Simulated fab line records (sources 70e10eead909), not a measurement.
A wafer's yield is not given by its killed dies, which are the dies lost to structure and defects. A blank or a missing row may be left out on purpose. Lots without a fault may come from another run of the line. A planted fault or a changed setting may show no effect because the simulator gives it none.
Matching of chambers / flow nand harc / 4 sister chambers for NHARC_A_CONTACT_DESCUM_74 on rie diel-02
The step chemistry O2, time 3 s. 36 wafers are shown with their chamber, then 12 later ones without.

== EACH WAFER AND ITS CHAMBER ==
wafer=L074.1; chamber=3; showerhead plenum p Torr (Torr)=1.86; drypump motor current A (A)=6.1; oes product au (a.u.)=1.014
wafer=L074.2; chamber=1; showerhead plenum p Torr (Torr)=2.01; drypump motor current A (A)=6.2; oes product au (a.u.)=0.999
wafer=L074.5; chamber=3; showerhead plenum p Torr (Torr)=1.86; drypump motor current A (A)=6.1; oes product au (a.u.)=0.992
wafer=L075.1; chamber=1; showerhead plenum p Torr (Torr)=2.01; drypump motor current A (A)=6.3; oes product au (a.u.)=0.996
wafer=L075.3; chamber=2; showerhead plenum p Torr (Torr)=1.90; drypump motor current A (A)=5.1; oes product au (a.u.)=0.985
wafer=L075.6; chamber=2; showerhead plenum p Torr (Torr)=1.90; drypump motor current A (A)=5.1; oes product au (a.u.)=0.993
wafer=L076.2; chamber=1; showerhead plenum p Torr (Torr)=2.01; drypump motor current A (A)=6.2; oes product au (a.u.)=0.995
wafer=L076.4; chamber=2; showerhead plenum p Torr (Torr)=1.91; drypump motor current A (A)=5.1; oes product au (a.u.)=0.988
wafer=L076.5; chamber=1; showerhead plenum p Torr (Torr)=2.01; drypump motor current A (A)=6.2; oes product au (a.u.)=0.998
wafer=L078.1; chamber=0; showerhead plenum p Torr (Torr)=1.79; drypump motor current A (A)=5.8; oes product au (a.u.)=1.018
wafer=L078.2; chamber=2; showerhead plenum p Torr (Torr)=1.90; drypump motor current A (A)=5.1; oes product au (a.u.)=0.987
wafer=L078.5; chamber=1; showerhead plenum p Torr (Torr)=2.01; drypump motor current A (A)=6.3; oes product au (a.u.)=0.990
wafer=L080.1; chamber=3; showerhead plenum p Torr (Torr)=1.85; drypump motor current A (A)=6.1; oes product au (a.u.)=1.000
wafer=L080.3; chamber=0; showerhead plenum p Torr (Torr)=1.79; drypump motor current A (A)=5.8; oes product au (a.u.)=1.013
wafer=L080.5; chamber=3; showerhead plenum p Torr (Torr)=1.85; drypump motor current A (A)=6.1; oes product au (a.u.)=0.999
wafer=L082.2; chamber=3; showerhead plenum p Torr (Torr)=1.85; drypump motor current A (A)=6.1; oes product au (a.u.)=0.998
wafer=L082.4; chamber=0; showerhead plenum p Torr (Torr)=1.79; drypump motor current A (A)=5.8; oes product au (a.u.)=0.995
wafer=L082.6; chamber=2; showerhead plenum p Torr (Torr)=1.90; drypump motor current A (A)=5.1; oes product au (a.u.)=0.989
wafer=L085.1; chamber=3; showerhead plenum p Torr (Torr)=1.85; drypump motor current A (A)=6.1; oes product au (a.u.)=0.985
wafer=L085.2; chamber=2; showerhead plenum p Torr (Torr)=1.90; drypump motor current A (A)=5.1; oes product au (a.u.)=1.003
wafer=L085.6; chamber=2; showerhead plenum p Torr (Torr)=1.90; drypump motor current A (A)=5.1; oes product au (a.u.)=0.996
wafer=L084.2; chamber=0; showerhead plenum p Torr (Torr)=1.79; drypump motor current A (A)=5.8; oes product au (a.u.)=1.013
wafer=L084.3; chamber=0; showerhead plenum p Torr (Torr)=1.79; drypump motor current A (A)=5.8; oes product au (a.u.)=1.014
wafer=L084.6; chamber=0; showerhead plenum p Torr (Torr)=1.79; drypump motor current A (A)=5.8; oes product au (a.u.)=1.009
wafer=L088.2; chamber=2; showerhead plenum p Torr (Torr)=1.90; drypump motor current A (A)=5.1; oes product au (a.u.)=0.993
wafer=L088.3; chamber=3; showerhead plenum p Torr (Torr)=1.85; drypump motor current A (A)=6.1; oes product au (a.u.)=0.978
wafer=L088.5; chamber=1; showerhead plenum p Torr (Torr)=2.01; drypump motor current A (A)=6.2; oes product au (a.u.)=0.991
wafer=L091.1; chamber=1; showerhead plenum p Torr (Torr)=2.01; drypump motor current A (A)=6.3; oes product au (a.u.)=0.996
wafer=L091.5; chamber=0; showerhead plenum p Torr (Torr)=1.79; drypump motor current A (A)=5.8; oes product au (a.u.)=1.005
wafer=L091.6; chamber=3; showerhead plenum p Torr (Torr)=1.85; drypump motor current A (A)=6.1; oes product au (a.u.)=0.991
wafer=L090.2; chamber=3; showerhead plenum p Torr (Torr)=1.85; drypump motor current A (A)=6.1; oes product au (a.u.)=0.992
wafer=L090.3; chamber=2; showerhead plenum p Torr (Torr)=1.90; drypump motor current A (A)=5.1; oes product au (a.u.)=0.986
wafer=L090.5; chamber=3; showerhead plenum p Torr (Torr)=1.85; drypump motor current A (A)=6.1; oes product au (a.u.)=1.004
wafer=L092.1; chamber=3; showerhead plenum p Torr (Torr)=1.85; drypump motor current A (A)=6.1; oes product au (a.u.)=0.993
wafer=L092.5; chamber=3; showerhead plenum p Torr (Torr)=1.85; drypump motor current A (A)=6.1; oes product au (a.u.)=1.001
wafer=L092.6; chamber=0; showerhead plenum p Torr (Torr)=1.79; drypump motor current A (A)=5.8; oes product au (a.u.)=1.004

SIGNATURES (means of the wafers above)
reading=showerhead plenum p Torr; chamber 0=1.7900; chamber 1=2.0100; chamber 2=1.9011; chamber 3=1.8517; scatter within a chamber=0.00283
reading=drypump motor current A; chamber 0=5.800; chamber 1=6.243; chamber 2=5.100; chamber 3=6.100; scatter within a chamber=0.0231
reading=oes product au; chamber 0=1.00887; chamber 1=0.99500; chamber 2=0.99111; chamber 3=0.99558; scatter within a chamber=0.0072
Rule: distance of a wafer from a chamber = root of the sum over the readings of ((wafer's reading minus chamber's mean) / reading's scatter) squared. The wafer belongs to the nearest chamber; if the next one is less than 2 further off, it can't be placed. The scatter: the root of (the sum of the squares of (reading less its chamber's mean) over the shown wafers, divided by (wafers less chambers)).

== WAFERS WITH NO CHAMBER GIVEN ==
wafer=L093.1; showerhead plenum p Torr (Torr)=1.79; drypump motor current A (A)=5.8; oes product au (a.u.)=0.991
wafer=L093.2; showerhead plenum p Torr (Torr)=1.89; drypump motor current A (A)=5.1; oes product au (a.u.)=0.991
wafer=L093.3; showerhead plenum p Torr (Torr)=1.85; drypump motor current A (A)=6.1; oes product au (a.u.)=0.989
wafer=L094.2; showerhead plenum p Torr (Torr)=1.89; drypump motor current A (A)=5.1; oes product au (a.u.)=0.980
wafer=L094.4; showerhead plenum p Torr (Torr)=2.00; drypump motor current A (A)=6.2; oes product au (a.u.)=0.989
wafer=L094.5; showerhead plenum p Torr (Torr)=1.79; drypump motor current A (A)=5.8; oes product au (a.u.)=0.998
wafer=L095.3; showerhead plenum p Torr (Torr)=1.89; drypump motor current A (A)=5.1; oes product au (a.u.)=0.990
wafer=L095.4; showerhead plenum p Torr (Torr)=1.84; drypump motor current A (A)=6.1; oes product au (a.u.)=0.980
wafer=L095.6; showerhead plenum p Torr (Torr)=1.89; drypump motor current A (A)=5.1; oes product au (a.u.)=0.985
wafer=L097.1; showerhead plenum p Torr (Torr)=1.78; drypump motor current A (A)=5.8; oes product au (a.u.)=0.988
wafer=L097.2; showerhead plenum p Torr (Torr)=2.00; drypump motor current A (A)=6.2; oes product au (a.u.)=0.982
wafer=L097.6; showerhead plenum p Torr (Torr)=2.00; drypump motor current A (A)=6.2; oes product au (a.u.)=0.994

== THE CHAMBER EACH PASSED THROUGH ==
wafer=L093.1; from the rows above=0; in truth=0
wafer=L093.2; from the rows above=2; in truth=2
wafer=L093.3; from the rows above=3; in truth=3
wafer=L094.2; from the rows above=2; in truth=2
wafer=L094.4; from the rows above=1; in truth=1
wafer=L094.5; from the rows above=0; in truth=0
wafer=L095.3; from the rows above=2; in truth=2
wafer=L095.4; from the rows above=3; in truth=3
wafer=L095.6; from the rows above=2; in truth=2
wafer=L097.1; from the rows above=0; in truth=0
wafer=L097.2; from the rows above=1; in truth=1
wafer=L097.6; from the rows above=1; in truth=1
12 of 12 placed correctly. Left unplaced by these rows: 0. Number placed wrongly: 0.
